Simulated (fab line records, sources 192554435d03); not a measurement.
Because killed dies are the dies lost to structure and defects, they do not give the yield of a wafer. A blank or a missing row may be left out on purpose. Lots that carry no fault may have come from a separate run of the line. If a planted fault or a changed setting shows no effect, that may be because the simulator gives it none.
A struck lot beside a sound one :: flow n5_finfet :: 15 steps out of a route of 1938
Sound: these wafers, L487.2, L487.3, L487.5. Struck: wafer L493.2. (L493.1, L493.3 of the same lot were not struck and are left out.) The cause comes at the end.
For every step that has rows: the tool of each side, followed by ch and its chambers, followed by its first start. Under that, the readings that differ: sound wafers :: struck wafers :: difference of the means :: sigmas: that difference in standard deviations of wafers without a fault.
alike: a reading whose means differ by less than 2 such deviations, as well as words and numbers matching on both sides. not compared: withheld readings; readings where some wafer has no value; bounds like >300 that might hide an equal value; numbers whose values overlap and for which the record gives no deviation.
A row with sigmas, a row that says differs or no value, or rows on one side alone: a step with any of these is where the two part. Numbers that don't overlap but have no deviation are shown without sigmas and don't part them. A reading missing from all wafers of one side parts the sides only when that side holds two or more wafers.

first, 6 steps without rows for these wafers: N5_MOL_CONTACT_COAG_COAT_34 (resist thk 40 nm); N5_MOL_CONTACT_COAG_EBR_36; N5_MOL_CONTACT_COAG_SOFTBAKE_35 (time 60 s); N5_MOL_CONTACT_COAG_EXPOSE_37 (exposes mask VD, defocus 0 nm); N5_MOL_CONTACT_COAG_PEB_38 (peb time 60 s); N5_MOL_CONTACT_COAG_DEVELOP_39 (develop time 30 s).
N5_MOL_CONTACT_COAG_CD_MEAS_40 targets a cd of 25.1 nm.
  sound on cd_sem-03 ch 0, day 6 11:39; struck on cd_sem-01 ch 0, day 8 06:19
  alike: cd_nm
N5_MOL_CONTACT_COAG_OVL_MEAS_41:
  sound on overlay-02 ch 0, day 6 11:41; struck on overlay-01 ch 0, day 8 06:21
  alike: VD_OVL
N5_MOL_CONTACT_COAG_INSPECT_42: inspects for defects (brightfield).
  struck on defect_inspect-02, day 8 06:25; sound on defect_inspect-02, day 6 11:44
  alike: raw_defect_count
N5_MOL_CONTACT_COAG_DESCUM_45: chemistry O2, time 7 s.
  sound on rie_diel-05 ch 1,2, day 6 11:50; struck on rie_diel-02 ch 2, day 8 06:32
  alike: bias_power_w, drypump_motor_current_A, oes_product_au, rf_vpp_V, showerhead_plenum_p_Torr, throttle_valve_pct
  not compared: rf_hours_counter_h
N5_MOL_CONTACT_COAG_ETCH_65: etches underlayer in N2/H2, target depth 13 nm, time 10.4 s.
  sound on rie_diel-05 ch 1,2, day 6 11:52; struck on rie_diel-02 ch 2, day 8 06:34
  alike: drypump_motor_current_A, etch_rf_on_time_s, oes_product_au, rf_vpp_V, showerhead_plenum_p_Torr, throttle_valve_pct
  not compared: rf_hours_counter_h
N5_MOL_CONTACT_COAG_ETCH_66: etches SiARC in CF4, target depth 13 nm, time 21.7 s.
  sound on rie_diel-05 ch 1,2, day 6 11:53; struck on rie_diel-02 ch 2, day 8 06:35
  alike: drypump_motor_current_A, etch_rf_on_time_s, oes_product_au, rf_vpp_V, showerhead_plenum_p_Torr, throttle_valve_pct
  not compared: rf_hours_counter_h
N5_MOL_CONTACT_COAG_ALD_133: deposits SiO2, target thk 5 nm, pulse time 1 s, co reactant pulse time 1 s.
  sound on ald_sin-01 ch 0,2,3, day 6 12:10; struck on ald_sin-01 ch 3, day 8 06:40
reading: ald_cycles
sound: 35 35 35
struck: 18
difference: -17
sigmas: 

reading: model.SiO2_of_MOL_CONTACT_COAG_ALD_133.thk_nm (nm)
sound: 5 5 5
struck: 2.6
difference: -2.4
sigmas: 
  alike: heater_power_w, precursor_pulse_height_rel
N5_MOL_CONTACT_COAG_ETCHBACK_134: etches SiO2 in CHF3, target depth 10 nm, time 6.7 s.
  sound on rie_diel-02 ch 0,3, day 6 12:28; struck on rie_diel-05 ch 0, day 8 06:51
reading: drypump_motor_current_A (A)
sound: 6.1 6.6 6.1
struck: 5.1
difference: -1.2
sigmas: -3

reading: oes_product_au (a.u.)
sound: 0.70 0.69 0.69
struck: 0.96
difference: +0.27
sigmas: +2
  alike: rf_vpp_V, showerhead_plenum_p_Torr, throttle_valve_pct
  not compared: rf_hours_counter_h
-- here the record skips 8 days between the struck wafers' starts before and after, leaving off in module MOL_CONTACT_COAG and picking up in module PASSIVATION (first step shown: number 1936 of the route) --
N5_PASSIVATION_PROBE_49:
  struck on prober-02, day 15 22:31; sound on prober-02, day 13 04:41
reading: killed_at_contacts
sound: 9 2 9
struck: 1113
difference: +1106
sigmas: +99 or more

reading: killed_dies
sound: 93 71 126
struck: 1180
difference: +1083
sigmas: +57

reading: killed_on_rim
sound: 11 14 16
struck: 152
difference: +138
sigmas: +33
  alike: killed_at_M0_to_M3, killed_at_M4_up, killed_at_front_end, killed_at_other, killed_open, killed_short

## WHERE THEY PART
At N5_MOL_CONTACT_COAG_ETCHBACK_134 first; at N5_PASSIVATION_PROBE_49 last (within this record only).

WHY: what the simulator had put in
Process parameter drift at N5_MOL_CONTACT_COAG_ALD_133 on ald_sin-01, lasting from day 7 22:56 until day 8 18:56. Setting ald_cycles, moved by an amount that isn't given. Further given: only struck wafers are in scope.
